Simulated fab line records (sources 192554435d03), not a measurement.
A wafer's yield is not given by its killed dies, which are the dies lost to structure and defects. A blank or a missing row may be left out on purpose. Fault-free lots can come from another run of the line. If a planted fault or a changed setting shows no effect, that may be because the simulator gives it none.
Chamber matching :: flow n5 finfet :: N5_BEOL_M6_PECVD_70 on pecvd-03: 3 sister chambers
The step deposits SiO2 from TEOS/O2, target thk 20 nm, time 22.7 s. 16 wafers are shown with their chamber, then 8 later ones without.

== EACH WAFER AND ITS CHAMBER ==
wafer: L074.1
chamber: 2
throttle valve pct (%): 23.6
showerhead plenum p Torr (Torr): 8.72
heater power w (W): 710

wafer: L074.4
chamber: 2
throttle valve pct (%): 23.3
showerhead plenum p Torr (Torr): 8.71
heater power w (W): 709

wafer: L074.6
chamber: 1
throttle valve pct (%): 21.8
showerhead plenum p Torr (Torr): 8.71
heater power w (W): 680

wafer: L076.1
chamber: 1
throttle valve pct (%): 21.7
showerhead plenum p Torr (Torr): 8.72
heater power w (W): 671

wafer: L076.2
chamber: 0
throttle valve pct (%): 23.4
showerhead plenum p Torr (Torr): 8.77
heater power w (W): 650

wafer: L076.3
chamber: 1
throttle valve pct (%): 21.4
showerhead plenum p Torr (Torr): 8.72
heater power w (W): 653

wafer: L076.4
chamber: 0
throttle valve pct (%): 23.0
showerhead plenum p Torr (Torr): 8.79
heater power w (W): 655

wafer: L076.5
chamber: 1
throttle valve pct (%): 21.7
showerhead plenum p Torr (Torr): 8.70
heater power w (W): 658

wafer: L076.6
chamber: 0
throttle valve pct (%): 23.1
showerhead plenum p Torr (Torr): 8.78
heater power w (W): 666

wafer: L079.4
chamber: 0
throttle valve pct (%): 22.9
showerhead plenum p Torr (Torr): 8.76
heater power w (W): 694

wafer: L079.5
chamber: 0
throttle valve pct (%): 23.5
showerhead plenum p Torr (Torr): 8.76
heater power w (W): 694

wafer: L079.6
chamber: 0
throttle valve pct (%): 23.0
showerhead plenum p Torr (Torr): 8.76
heater power w (W): 688

wafer: L081.1
chamber: 0
throttle valve pct (%): 23.3
showerhead plenum p Torr (Torr): 8.76
heater power w (W): 725

wafer: L081.4
chamber: 0
throttle valve pct (%): 23.2
showerhead plenum p Torr (Torr): 8.78
heater power w (W): 720

wafer: L081.5
chamber: 0
throttle valve pct (%): 23.4
showerhead plenum p Torr (Torr): 8.75
heater power w (W): 702

wafer: L082.1
chamber: 0
throttle valve pct (%): 23.1
showerhead plenum p Torr (Torr): 8.75
heater power w (W): 735

SIGNATURES (means of the wafers above)
reading: throttle valve pct
chamber 0: 23.190
chamber 1: 21.650
chamber 2: 23.450
scatter within a chamber: 0.197

reading: showerhead plenum p Torr
chamber 0: 8.7660
chamber 1: 8.7125
chamber 2: 8.7150
scatter within a chamber: 0.0123

reading: heater power w
chamber 0: 692.90
chamber 1: 665.50
chamber 2: 709.50
scatter within a chamber: 25
Rule: a wafer lies at a distance from a chamber equal to the root of the sum of squares, over the readings, of (its reading less the chamber's mean, divided by the reading's scatter). The wafer belongs to the nearest chamber; if the next one is less than 2 further off, it can't be placed. The scatter is the square root of a quotient: the sum, over the shown wafers, of each reading's squared deviation from its chamber's mean, divided by wafers minus chambers.

== WAFERS MISSING THEIR CHAMBER ==
wafer: L082.5
throttle valve pct (%): 21.8
showerhead plenum p Torr (Torr): 8.70
heater power w (W): 739

wafer: L082.6
throttle valve pct (%): 21.7
showerhead plenum p Torr (Torr): 8.69
heater power w (W): 659

wafer: L089.3
throttle valve pct (%): 23.5
showerhead plenum p Torr (Torr): 8.79
heater power w (W): 672

wafer: L089.4
throttle valve pct (%): 21.5
showerhead plenum p Torr (Torr): 8.72
heater power w (W): 685

wafer: L089.6
throttle valve pct (%): 23.6
showerhead plenum p Torr (Torr): 8.76
heater power w (W): 653

wafer: L092.2
throttle valve pct (%): 23.4
showerhead plenum p Torr (Torr): 8.79
heater power w (W): 684

wafer: L092.4
throttle valve pct (%): 21.6
showerhead plenum p Torr (Torr): 8.71
heater power w (W): 690

wafer: L092.5
throttle valve pct (%): 21.7
showerhead plenum p Torr (Torr): 8.71
heater power w (W): 695

== CHAMBER TAKEN BY EACH ==
wafer: L082.5
from the rows above: 1
in truth: 1

wafer: L082.6
from the rows above: 1
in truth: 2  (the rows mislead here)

wafer: L089.3
from the rows above: 0
in truth: 0

wafer: L089.4
from the rows above: 1
in truth: 1

wafer: L089.6
from the rows above: can't be placed: 0 or 2
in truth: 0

wafer: L092.2
from the rows above: 0
in truth: 0

wafer: L092.4
from the rows above: 1
in truth: 1

wafer: L092.5
from the rows above: 1
in truth: 1
Correct placement for 6 of the 8. These rows do not allow placing 1 (true chamber among the candidates in 1). 1 placed wrongly.
